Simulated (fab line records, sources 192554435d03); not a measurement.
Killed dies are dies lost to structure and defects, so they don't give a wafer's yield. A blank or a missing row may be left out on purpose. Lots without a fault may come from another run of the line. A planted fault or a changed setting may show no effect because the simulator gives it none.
fab line records | flow n5_finfet
record lots=5 wafers=14 last_day=17
route steps=1938 shown BEOL_M4@1099 BEOL_M5@1112 BEOL_M7@1323 PASSIVATION@1936
lots that met no fault: from a run of the same line without faults
start_h: hours from the record's first day to the start of the lot's first wafer shown | wait_h: hours since the lot's step before | " the same as in the row above | L1.1+2: a row that stands for several wafers | - no value, or no start given | * or withheld: withheld | < > ~ a bound
route shown NAME@n: a module of which the file shows steps, and the number in the route of the first | usual: mean/standard deviation of fault-free wafers | same: alike in all rows | chamber/n: place in a boat | sites: the reading at each site | _std_site: their standard deviation | _edge_site: outer sites' mean less inner sites' | radius_mm: how far each site lies from the wafer's centre | mask NAME#n: copy n | behind: the tool/chamber that last shaped the wafer | hold: why the lot was held/for how many hours/how that ended | device: the transistor (n, p or np) that didn't switch | end of line: the same wafers' tests at the end of the route | a step without rows: its recipe alone | killed: dies lost to structure and defects at the first sort, not the wafer's yield | map: a wafer's dies, x killed, . not, _ none there
set.NAME: the setting as run; set.NAME@STEP: as run at that earlier step | model.NAME: the simulator's own value behind a step, which no gauge read
lots at some steps of the route; a table a step, a row a wafer
services: from which hour (start_h, from the record's first day; less than 0 if before it) a tool's chamber was out of use, for how many hours, and why
## steps
# step N5_BEOL_M4_ANNEAL_95
# recipe temp_c=400 time_s=240 ambient=vacuum
# step N5_BEOL_M4_SPUTTER_96
# recipe material=Cu target_thk_a=45 temp_c=-20 chamber_pressure_pa=0.07 power_w=withheld time_s=8.29
# step N5_BEOL_M4_ECD_50
# recipe material=Cu target_thk_a=3000
# step N5_BEOL_M4_ANNEAL_51
# recipe temp_c=225 time_s=90 ambient=N2
# step N5_BEOL_M4_CMP_52
# recipe stop_on=SiOC t_overpolish_s=6.8 down_force_psi=1 platen_rpm=50 clearing_platen_down_force_psi=1.5 clearing_platen_rpm=50 post_cmp_clean=cu_alkaline target_thk_nm=40 clearing_platen_pad_velocity_m_s=0.99484 pad_velocity_m_s=0.99484
# step N5_BEOL_M4_PRE_CLEAN_60
# recipe gas=NH3/H2 time_s=15 temp_c=* rf_power_w=300
# step N5_BEOL_M4_CO_CAP_55
# recipe material=Co target_thk_a=20 temp_c=200 precursor=CCTBA/H2 pressure_torr=30 time_s=102.1
# step N5_BEOL_M4_PRE_CLEAN_56
# recipe gas=NH3 time_s=15 temp_c=withheld rf_power_w=300
# step N5_BEOL_M4_DEP_57
# recipe material=SiCN target_thk_a=80 temp_c=withheld precursor=3MS/NH3 pressure_torr=3 rf_w=202 time_s=14
# step N5_BEOL_M4_RC_MEAS_101
# usual DIBL_N=36.2/2.2 DIBL_P=36.5/3 IOFF_N=0.16/0.039 IOFF_P=0.22/0.047 ION_N=675/15 ION_P=463/10 SS_N=71.6/0.71 SS_P=73.4/0.94 VT_N=250/3.6 VT_P=-250/3.9
# columns lot.wafer tool chamber start_h wait_h DIBL_N[mV/V] DIBL_P[mV/V] IOFF_N[nA/um] IOFF_P[nA/um] ION_N[uA/um] ION_P[uA/um] SS_N[mV/dec] SS_P[mV/dec] VT_N[mV] VT_P[mV]
L609.2 prober-02 0 218.27 0.2 33.8 33.2 0.13 0.14 670 449 70.8 73.0 252 -257
L609.5 " 0 " " 35.9 37.3 0.17 0.21 669 457 71.3 74.0 249 -254
L609.6 " 0 " " 30.7 28.8 0.10 0.11 643 440 70.7 71.1 258 -262
L610.1 prober-02 0 222.86 0.0 33.1 32.1 0.11 0.11 643 434 70.9 71.8 257 -260
L610.4 " 0 " " 38.7 40.7 0.19 0.22 671 450 71.9 74.5 248 -252
L610.5 " 0 " " 38.0 39.7 0.19 0.20 668 443 71.7 73.8 248 -255
L611.1 prober-02 0 226.97 0.0 36.4 40.4 0.17 0.30 668 468 71.3 74.4 250 -248
L611.2 " 0 " " 37.6 40.1 0.20 0.27 683 471 71.7 73.9 247 -248
L611.4 " 0 " " 38.1 40.0 0.21 0.26 681 465 71.6 73.7 246 -248
L615.3 prober-01 0 257.15 0.3 37.4 38.4 0.16 0.20 692 466 71.3 72.7 251 -255
L615.4 " 0 " " 36.0 37.6 0.16 0.20 693 472 70.9 73.5 248 -255
L615.6 " 0 " " 35.3 35.6 0.12 0.15 659 451 70.8 72.8 254 -257
L622.1 prober-01 0 289.05 0.0 36.6 38.2 0.16 0.21 672 454 72.0 73.7 250 -252
L622.2 " 0 " " 35.8 37.8 0.14 0.20 690 470 71.6 73.6 250 -253
# step N5_BEOL_M5_ILD_DEP_00
# recipe material=SiCOH_lowk target_thk_a=1406.4 temp_c=300 precursor=DEMS/porogen pressure_torr=5 rf_w=500 time_s=25.9
# step N5_BEOL_M5_CURE_79
# recipe temp_c=385 time_s=240 ambient=He/Ar material=SiCOH_lowk
# step N5_BEOL_M5_PECVD_70
# recipe material=SiO2 target_thk_a=160 temp_c=400 precursor=TEOS/O2 pressure_torr=5.5 rf_w=450 teos_flow_sccm=53.8 gas=O2 flow_sccm=3000 time_s=18
# step N5_BEOL_M5_HM_DEP_02
# recipe material=TiN target_thk_a=200 temp_c=25 chamber_pressure_pa=0.49996
# step N5_BEOL_M5_COAT_59
# recipe resist=SOC temp_c=250 time_s=60 spin_rpm=1500 resist_thk_nm=60
# step N5_BEOL_M5_COAT_60
# recipe resist=SiARC temp_c=220 time_s=60 spin_rpm=1500 resist_thk_nm=12
# step N5_BEOL_M5_COAT_71
# recipe resist=underlayer temp_c=205 time_s=60 spin_rpm=1500 resist_thk_nm=5
# step N5_BEOL_M5_COAT_05
# recipe resist=CAR-EUV spin_rpm=1500 resist_thk_nm=30
# step N5_BEOL_M5_EBR_07
# recipe solvent=PGMEA ebr_width_mm=1.5
# step N5_BEOL_M5_SOFTBAKE_06
# recipe temp_c=110 time_s=60 resist=CAR-EUV
# step N5_BEOL_M5_EXPOSE_08
# recipe mask_id=M5 na=0.33 source_shape=annular sigma_inner=0.4 sigma_outer=0.8 polarization=unpolarized target_cd_nm=28 dose_mj=35.75
# step N5_BEOL_M5_PEB_09
# recipe peb_temp_c=100 peb_time_s=60 resist=CAR-EUV
# step N5_BEOL_M5_DEVELOP_10
# recipe develop_time_s=30 developer=TMAH resist=CAR-EUV rinse_liquid=surfactant_rinse dry=air_spin dev_temp_c=23
# step N5_BEOL_M5_DESCUM_16
# recipe chemistry=O2 time_s=7 source_power_w=50 bias_power_w=20 pressure_mtorr=20 rf_frequency_hz=2.712e+07 temp_c=40 resist=CAR-EUV o2_flow_sccm=225
# step N5_BEOL_M5_ETCH_72
# recipe chemistry=N2/H2 target=underlayer target_depth_a=65 mask_material=CAR-EUV time_s=5.2 ion_energy_ev=200 pressure_mtorr=30 source_w=840 bias_w=150 n2_flow_sccm=200 h2_flow_sccm=200 ends=cleared
# step N5_BEOL_M5_ETCH_61
# recipe chemistry=CF4 target=SiARC target_depth_a=156 mask_material=CAR-EUV time_s=26 ion_energy_ev=80 pressure_mtorr=40 source_w=545 bias_w=36 Ar_flow_sccm=100 cf4_flow_sccm=100 ends=cleared
# step N5_BEOL_M5_ETCH_62
# recipe chemistry=N2/H2 target=SOC target_depth_a=750 overetch_a=150 mask_material=SiARC temp_c=40 time_s=112.5 ion_energy_ev=200 pressure_mtorr=30 source_w=840 bias_w=150 n2_flow_sccm=200 h2_flow_sccm=200
# step N5_BEOL_M5_STRIP_63
# recipe chemistry=N2/H2 temp_c=40 n2_flow_sccm=200 h2_flow_sccm=200 rf_frequency_hz=6e+07
# step N5_BEOL_M5_STRIP_73
# recipe chemistry=N2/H2 temp_c=40 n2_flow_sccm=200 h2_flow_sccm=200 rf_frequency_hz=6e+07
# step N5_BEOL_M5_STRIP_64
# recipe chemistry=CF4 resist=SiARC power_w=300 bias_power_w=75 pressure_mtorr=50 cf4_flow_sccm=150 rf_frequency_hz=6e+07
# step N5_BEOL_M5_HM_OPEN_17
# recipe chemistry=Cl2/BCl3 target_depth_a=200 overetch_a=60 target=TiN mask_material=SOC ion_energy_ev=150 pressure_mtorr=10 icp_w=1000 bias_w=126 Cl2_flow_sccm=53.25 bcl3_flow_sccm=21.75 Ar_flow_sccm=25
# step N5_BEOL_M5_STRIP_19
# recipe chemistry=O2 power_w=400 temp_c=40 pressure_mtorr=30 rf_frequency_hz=6e+07 bias_power_w=0 overash_fraction=0.2 o2_flow_sccm=225
# step N5_BEOL_M5_COAT_65
# recipe resist=SOC temp_c=250 time_s=60 spin_rpm=1500 resist_thk_nm=60
# step N5_BEOL_M5_COAT_66
# recipe resist=SiARC temp_c=220 time_s=60 spin_rpm=1500 resist_thk_nm=12
# step N5_BEOL_M7_SPUTTER_48
# recipe material=Cu target_thk_a=100 temp_c=-20 bias_v=60 power_w=26000 chamber_pressure_pa=0.13 time_s=1.667
# usual bias_v=60.0/0.57 cathode_dc_power_W=26000/4.8 throttle_valve_pct=29.4/0.93
# columns lot.wafer tool chamber start_h wait_h bias_v cathode_dc_power_W throttle_valve_pct
L609.2 pvd_sputter-03 - 251.20 0.2 - - -
L609.5 " - " " - - -
L609.6 " - " " - - -
L610.1 pvd_sputter-02 - 252.82 0.1 - - -
L610.4 " - " " - - -
L610.5 " - " " - - -
L611.1 pvd_sputter-02 - 258.89 0.1 - - -
L611.2 " - " " - - -
L611.4 " - " " - - -
L615.3 pvd_sputter-03 - 285.66 0.1 60.1 26001 28.7
L615.4 " - " " 60.5 26003 29.3
L615.6 " - " " 59.9 26001 28.9
L622.1 pvd_sputter-03 - 315.85 0.1 60.7 25994 28.6
L622.2 " - " " 61.1 26006 28.6
# step N5_BEOL_M7_CMP_52
# recipe stop_on=SiCOH_lowk t_overpolish_s=6.9 down_force_psi=1 platen_rpm=50 clearing_platen_down_force_psi=1.5 clearing_platen_rpm=50 post_cmp_clean=cu_alkaline target_thk_nm=80 clearing_platen_pad_velocity_m_s=0.99484 pad_velocity_m_s=0.99484
# usual motor_current_A=6.2/0.83 pad_life_wafers=918/660 slurry_filter_dp_kPa=13.50/0.14 time_to_endpoint_s=61/4
# columns lot.wafer tool chamber start_h wait_h motor_current_A pad_life_wafers slurry_filter_dp_kPa time_to_endpoint_s
L609.2 cmp-02 3 251.71 0.2 6.0 1836 13.43 1
L609.6 " 3 " " 5.9 - 13.67 1
L609.5 " 0 " " 6.5 - 13.59 1
L610.1 cmp-04 3 253.37 0.3 5.4 1027 13.36 0
L610.4 " 0 " " 5.9 1028 13.39 2
L610.5 " 3 " " 5.9 - 13.72 0
L611.2 cmp-01 3 259.44 0.2 7.3 325 13.51 0
L611.4 " 0 " " 6.2 326 13.80 0
L611.1 " 1 " " 6.4 327 13.38 0
L615.3 cmp-04 2 286.88 0.2 5.3 1184 13.36 63
L615.4 " 3 " " 5.5 1185 13.50 59
L615.6 " 0 " " 5.9 - 13.51 68
L622.1 cmp-02 2 316.40 0.3 5.0 343 13.43 57
L622.2 " 3 " " 6.4 344 13.89 55
# step N5_PASSIVATION_PROBE_49
# usual defect_limited_yield=91.5/1.5 killed_at_M0_to_M3=32/10 killed_at_M4_up=13/4.9 killed_at_contacts=13/6.1 killed_at_front_end=38/11 killed_at_other=3/3.2 killed_dies=101/18 killed_on_rim=13/4.4 killed_open=66/13 killed_short=32/8.3 sort_bin_5_function=5.0/1 sort_bin_6_memory=3.2/0.74 sort_n_pass=1078/22 sort_yield_pct=91.3/1.9
# same gross_dies=1180 killed_at_back_side=0 sort_bin_4_leakage[%]=0 sort_bin_8_speed[%]=0
# columns lot.wafer tool chamber start_h wait_h defect_limited_yield[%] killed_at_M0_to_M3 killed_at_M4_up killed_at_contacts killed_at_front_end killed_at_other killed_dies killed_on_rim killed_open killed_short sort_bin_5_function[%] sort_bin_6_memory[%] sort_n_pass sort_yield_pct[%]
L609.2 prober-02 - 329.46 0.1 0 23 1107 10 38 2 1180 152 53 33 97.0 2.7 0 0
L609.5 prober-02 - 329.61 0.2 0 41 1105 7 27 0 1180 152 44 44 97.2 2.4 0 0
L609.6 prober-02 - 329.66 0.3 0 20 1109 11 40 0 1180 152 60 28 96.9 2.9 0 0
L610.1 prober-01 - 333.57 0.2 0 51 1089 3 30 7 1180 152 79 28 96.0 3.8 0 0
L610.4 prober-01 - 333.72 0.4 0 24 1109 8 36 3 1180 152 52 30 97.1 2.7 0 0
L610.5 prober-01 - 333.77 0.4 0 26 1095 13 44 2 1180 152 65 25 97.6 1.9 0 0
L611.1 prober-02 - 335.35 0.0 0 26 1090 3 53 8 1180 152 43 55 96.4 3.1 0 0
L611.2 prober-02 - 335.40 0.1 0 29 1087 14 50 0 1180 152 64 32 96.2 3.3 0 0
L611.4 prober-02 - 335.50 0.2 0 48 1052 15 58 7 1180 152 87 51 94.9 4.4 0 0
L615.3 prober-01 - 356.75 0.1 93.3 25 7 13 34 0 79 8 55 20 3.7 2.7 1101 93.3
L615.4 prober-01 - 356.80 0.2 92.2 24 7 16 42 3 92 9 57 31 3.8 3.6 1088 92.2
L615.6 prober-01 - 356.90 0.3 92.4 23 12 14 40 1 90 13 52 30 5.1 2.0 1090 92.4
L622.1 prober-02 - 402.51 0.0 92.8 19 18 6 41 1 85 11 56 28 4.0 2.9 1095 92.8
L622.2 prober-02 - 402.56 0.1 90.9 31 20 16 36 4 107 15 74 30 5.2 3.9 1073 90.9
# killed by level:class
L609.2 BEOL_M7:area_sputter=547 BEOL_M7:area_ecd=544 FIN_SAQP:geometric_particle:short=11 BEOL_M4:geometric_particle:open=10 MOL_CONTACT_COAG:geometric_particle:open=9 STI_FIN_REVEAL:geometric_particle:open=7 BEOL_M3:geometric_particle:open=6 BEOL_M0_SAQP:geometric_particle:short=5
L609.5 BEOL_M7:area_sputter=572 BEOL_M7:area_ecd=520 BEOL_M0_SAQP:geometric_particle:short=12 BEOL_M0_SAQP:geometric_particle:open=10 FIN_SAQP:geometric_particle:short=9 MOL_CONTACT_COAG:geometric_particle:open=6 BEOL_M1:geometric_particle:open=5 BEOL_M3:geometric_particle:open=5
L609.6 BEOL_M7:area_sputter=567 BEOL_M7:area_ecd=525 STI_FIN_REVEAL:geometric_particle:open=10 MOL_CONTACT_COAG:geometric_particle:open=10 BEOL_M4:geometric_particle:open=8 FIN_SAQP:geometric_particle:short=7 BEOL_M0_SAQP:geometric_particle:open=7 FIN_SAQP:geometric_particle:open=4
L610.1 BEOL_M7:area_ecd=541 BEOL_M7:area_sputter=530 BEOL_M3:geometric_particle:open=14 BEOL_M2:geometric_particle:open=12 BEOL_M0_SAQP:geometric_particle:open=8 BEOL_M0:geometric_particle:open=5 BEOL_M4:geometric_particle:open=5 STARTING-WAFER:geometric_particle:short=5
L610.4 BEOL_M7:area_ecd=552 BEOL_M7:area_sputter=541 FIN_SAQP:geometric_particle:short=13 BEOL_M2:geometric_particle:open=8 MOL_CONTACT_COAG:geometric_particle:open=7 FIN_SAQP:geometric_particle:open=5 GATE_CUT:geometric_particle:short=4 BEOL_M0_SAQP:geometric_particle:short=4
L610.5 BEOL_M7:area_ecd=568 BEOL_M7:area_sputter=520 FIN_SAQP:geometric_particle:short=12 BEOL_M3:geometric_particle:open=12 MOL_CONTACT_COAG:geometric_particle:open=10 STI_FIN_REVEAL:geometric_particle:open=8 FIN_SAQP:geometric_particle:open=7 BEOL_M2:geometric_particle:open=6
L611.1 BEOL_M7:area_ecd=544 BEOL_M7:area_sputter=537 GATE_CUT:geometric_particle:short=16 FIN_SAQP:geometric_particle:short=11 BEOL_M0_SAQP:geometric_particle:short=8 STI_FIN_REVEAL:geometric_particle:open=6 BEOL_M0_SAQP:geometric_particle:open=6 FIN_SAQP:geometric_particle:open=5
L611.2 BEOL_M7:area_ecd=542 BEOL_M7:area_sputter=538 FIN_SAQP:geometric_particle:open=14 MOL_CONTACT_COAG:geometric_particle:open=9 BEOL_M0_SAQP:geometric_particle:short=9 BEOL_M1:geometric_particle:open=9 FIN_SAQP:geometric_particle:short=8 GATE_CUT:geometric_particle:open=5
L611.4 BEOL_M7:area_sputter=539 BEOL_M7:area_ecd=502 FIN_SAQP:geometric_particle:short=17 BEOL_M0_SAQP:geometric_particle:short=16 FIN_SAQP:geometric_particle:open=15 MOL_CONTACT_COAG:geometric_particle:open=11 BEOL_M2:geometric_particle:open=8 BEOL_M0_SAQP:geometric_particle:open=7
L615.3 STI_FIN_REVEAL:geometric_particle:open=10 MOL_CONTACT_COAG:geometric_particle:open=9 BEOL_M0_SAQP:geometric_particle:short=8 BEOL_M0_SAQP:geometric_particle:open=5 FIN_SAQP:geometric_particle:open=4 SPACER0:geometric_particle:open=4 BEOL_M0:geometric_particle:open=4 STARTING-WAFER:geometric_particle:open=4
L615.4 MOL_CONTACT_COAG:geometric_particle:open=10 FIN_SAQP:geometric_particle:open=9 BEOL_M0_SAQP:geometric_particle:short=8 STI_FIN_REVEAL:geometric_particle:open=7 STI_FIN_REVEAL:geometric_particle:short=6 MOL_CONTACT_COAG:geometric_particle:short=5 BEOL_M3:geometric_particle:open=5 FIN_SAQP:geometric_particle:short=4
L615.6 FIN_SAQP:geometric_particle:short=7 FIN_SAQP:geometric_particle:open=7 MOL_CONTACT_COAG:geometric_particle:open=7 MOL_CONTACT_COAG:geometric_particle:short=7 BEOL_M3:geometric_particle:open=7 STI_FIN_REVEAL:geometric_particle:open=6 BEOL_M0_SAQP:geometric_particle:short=5 DUMMY_GATE:geometric_particle:open=4
L622.1 FIN_SAQP:geometric_particle:open=10 FIN_SAQP:geometric_particle:short=7 STI_FIN_REVEAL:geometric_particle:open=6 MOL_CONTACT_COAG:geometric_particle:open=5 BEOL_M0_SAQP:geometric_particle:open=5 BEOL_M3:geometric_particle:open=5 BEOL_M4:geometric_particle:open=4 STARTING-WAFER:geometric_particle:open=4
L622.2 MOL_CONTACT_COAG:geometric_particle:open=16 FIN_SAQP:geometric_particle:open=10 BEOL_M4:geometric_particle:open=10 BEOL_M2:geometric_particle:open=9 BEOL_M0_SAQP:geometric_particle:open=8 FIN_SAQP:geometric_particle:short=7 BEOL_M0_SAQP:geometric_particle:short=6 BEOL_M4:geometric_particle:short=5
# map L609.2 (x killed, . not)
_________________xxxxxxxxxxxx________________
______________xxxxxxxxxxxxxxxxxx_____________
___________xxxxxxxxxxxxxxxxxxxxxxxx__________
__________xxxxxxxxxxxxxxxxxxxxxxxxxx_________
________xxxxxxxxxxxxxxxxxxxxxxxxxxxxxx_______
_______xxxxxxxxxxxxxxxxxxxxxxxxxxxxxxxx______
______xxxxxxxxxxxxxxxxxxxxxxxxxxxxxxxxxx_____
_____xxxxxxxxxxxxxxxxxxxxxxxxxxxxxxxxxxxx____
____xxxxxxxxxxxxxxxxxxxxxxxxxxxxxxxxxxxxxx___
___xxxxxxxxxxxxxxxxxxxxxxxxxxxxxxxxxxxxxxxx__
___xxxxxxxxxxxxxxxxxxxxxxxxxxxxxxxxxxxxxxxx__
__xxxxxxxxxxxxxxxxxxxxxxxxxxxxxxxxxxxxxxxxxx_
__xxxxxxxxxxxxxxxxxxxxxxxxxxxxxxxxxxxxxxxxxx_
_xxxxxxxxxxxxxxxxxxxxxxxxxxxxxxxxxxxxxxxxxxxx
_xxxxxxxxxxxxxxxxxxxxxxxxxxxxxxxxxxxxxxxxxxxx
_xxxxxxxxxxxxxxxxxxxxxxxxxxxxxxxxxxxxxxxxxxxx
_xxxxxxxxxxxxxxxxxxxxxxxxxxxxxxxxxxxxxxxxxxxx
_xxxxxxxxxxxxxxxxxxxxxxxxxxxxxxxxxxxxxxxxxxxx
_xxxxxxxxxxxxxxxxxxxxxxxxxxxxxxxxxxxxxxxxxxxx
_xxxxxxxxxxxxxxxxxxxxxxxxxxxxxxxxxxxxxxxxxxxx
_xxxxxxxxxxxxxxxxxxxxxxxxxxxxxxxxxxxxxxxxxxxx
__xxxxxxxxxxxxxxxxxxxxxxxxxxxxxxxxxxxxxxxxxx_
__xxxxxxxxxxxxxxxxxxxxxxxxxxxxxxxxxxxxxxxxxx_
___xxxxxxxxxxxxxxxxxxxxxxxxxxxxxxxxxxxxxxxx__
___xxxxxxxxxxxxxxxxxxxxxxxxxxxxxxxxxxxxxxxx__
____xxxxxxxxxxxxxxxxxxxxxxxxxxxxxxxxxxxxxx___
_____xxxxxxxxxxxxxxxxxxxxxxxxxxxxxxxxxxxx____
______xxxxxxxxxxxxxxxxxxxxxxxxxxxxxxxxxx_____
_______xxxxxxxxxxxxxxxxxxxxxxxxxxxxxxxx______
________xxxxxxxxxxxxxxxxxxxxxxxxxxxxxx_______
__________xxxxxxxxxxxxxxxxxxxxxxxxxx_________
___________xxxxxxxxxxxxxxxxxxxxxxxx__________
______________xxxxxxxxxxxxxxxxxx_____________
_________________xxxxxxxxxxxx________________
# map L610.1 (x killed, . not)
_________________xxxxxxxxxxxx________________
______________xxxxxxxxxxxxxxxxxx_____________
___________xxxxxxxxxxxxxxxxxxxxxxxx__________
__________xxxxxxxxxxxxxxxxxxxxxxxxxx_________
________xxxxxxxxxxxxxxxxxxxxxxxxxxxxxx_______
_______xxxxxxxxxxxxxxxxxxxxxxxxxxxxxxxx______
______xxxxxxxxxxxxxxxxxxxxxxxxxxxxxxxxxx_____
_____xxxxxxxxxxxxxxxxxxxxxxxxxxxxxxxxxxxx____
____xxxxxxxxxxxxxxxxxxxxxxxxxxxxxxxxxxxxxx___
___xxxxxxxxxxxxxxxxxxxxxxxxxxxxxxxxxxxxxxxx__
___xxxxxxxxxxxxxxxxxxxxxxxxxxxxxxxxxxxxxxxx__
__xxxxxxxxxxxxxxxxxxxxxxxxxxxxxxxxxxxxxxxxxx_
__xxxxxxxxxxxxxxxxxxxxxxxxxxxxxxxxxxxxxxxxxx_
_xxxxxxxxxxxxxxxxxxxxxxxxxxxxxxxxxxxxxxxxxxxx
_xxxxxxxxxxxxxxxxxxxxxxxxxxxxxxxxxxxxxxxxxxxx
_xxxxxxxxxxxxxxxxxxxxxxxxxxxxxxxxxxxxxxxxxxxx
_xxxxxxxxxxxxxxxxxxxxxxxxxxxxxxxxxxxxxxxxxxxx
_xxxxxxxxxxxxxxxxxxxxxxxxxxxxxxxxxxxxxxxxxxxx
_xxxxxxxxxxxxxxxxxxxxxxxxxxxxxxxxxxxxxxxxxxxx
_xxxxxxxxxxxxxxxxxxxxxxxxxxxxxxxxxxxxxxxxxxxx
_xxxxxxxxxxxxxxxxxxxxxxxxxxxxxxxxxxxxxxxxxxxx
__xxxxxxxxxxxxxxxxxxxxxxxxxxxxxxxxxxxxxxxxxx_
__xxxxxxxxxxxxxxxxxxxxxxxxxxxxxxxxxxxxxxxxxx_
___xxxxxxxxxxxxxxxxxxxxxxxxxxxxxxxxxxxxxxxx__
___xxxxxxxxxxxxxxxxxxxxxxxxxxxxxxxxxxxxxxxx__
____xxxxxxxxxxxxxxxxxxxxxxxxxxxxxxxxxxxxxx___
_____xxxxxxxxxxxxxxxxxxxxxxxxxxxxxxxxxxxx____
______xxxxxxxxxxxxxxxxxxxxxxxxxxxxxxxxxx_____
_______xxxxxxxxxxxxxxxxxxxxxxxxxxxxxxxx______
________xxxxxxxxxxxxxxxxxxxxxxxxxxxxxx_______
__________xxxxxxxxxxxxxxxxxxxxxxxxxx_________
___________xxxxxxxxxxxxxxxxxxxxxxxx__________
______________xxxxxxxxxxxxxxxxxx_____________
_________________xxxxxxxxxxxx________________
## services
# columns tool chamber start_h hours kind
cmp-04 - 232.99 0.6 repair
cmp-02 - 239.18 8.5 repair
cmp-04 - 264.32 1.6 repair
cmp-04 - 273.48 12.2 repair
cmp-02 - 273.72 4.0 pm
cmp-02 - 277.72 - consumable_replace:conditioner
cmp-02 - 277.72 - consumable_replace:pad
cmp-04 - 293.73 0.5 repair
cmp-04 - 314.30 9.5 repair
## key
first_sign step=N5_BEOL_M7_SPUTTER_48 reading=tool_record direction=missing
effect step=N5_BEOL_M7_CMP_52 reading=time_to_endpoint_s direction=down sigmas=15 usual=* struck=*
effect step=N5_PASSIVATION_PROBE_49 reading=killed_at_M4_up direction=up sigmas=99+ usual=13 struck=1094
more_kills_born_at N5_BEOL_M7_SPUTTER_48@pvd_sputter-02=3205 N5_BEOL_M7_ECD_50@ecd_cu-02=3177 N5_BEOL_M7_SPUTTER_48@pvd_sputter-03=1686
met_at N5_BEOL_M7_SPUTTER_48
struck_wafers L609.2,L609.5,L609.6,L610.1,L610.4,L610.5,L611.1,L611.2,L611.4
later_rows_left_out L609.2,L609.5,L609.6,L610.1,L610.4,L610.5,L611.1,L611.2,L611.4
fault kind=skipped_step_whole tool=pvd_sputter-02,pvd_sputter-03 chamber=- onset_h=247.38 steps=N5_BEOL_M7_SPUTTER_48 scope=struck_lots_only
# later_rows_left_out: the simulator's readings of these wafers behind a module that went badly wrong aren't trusted and aren't shown, but for the sort
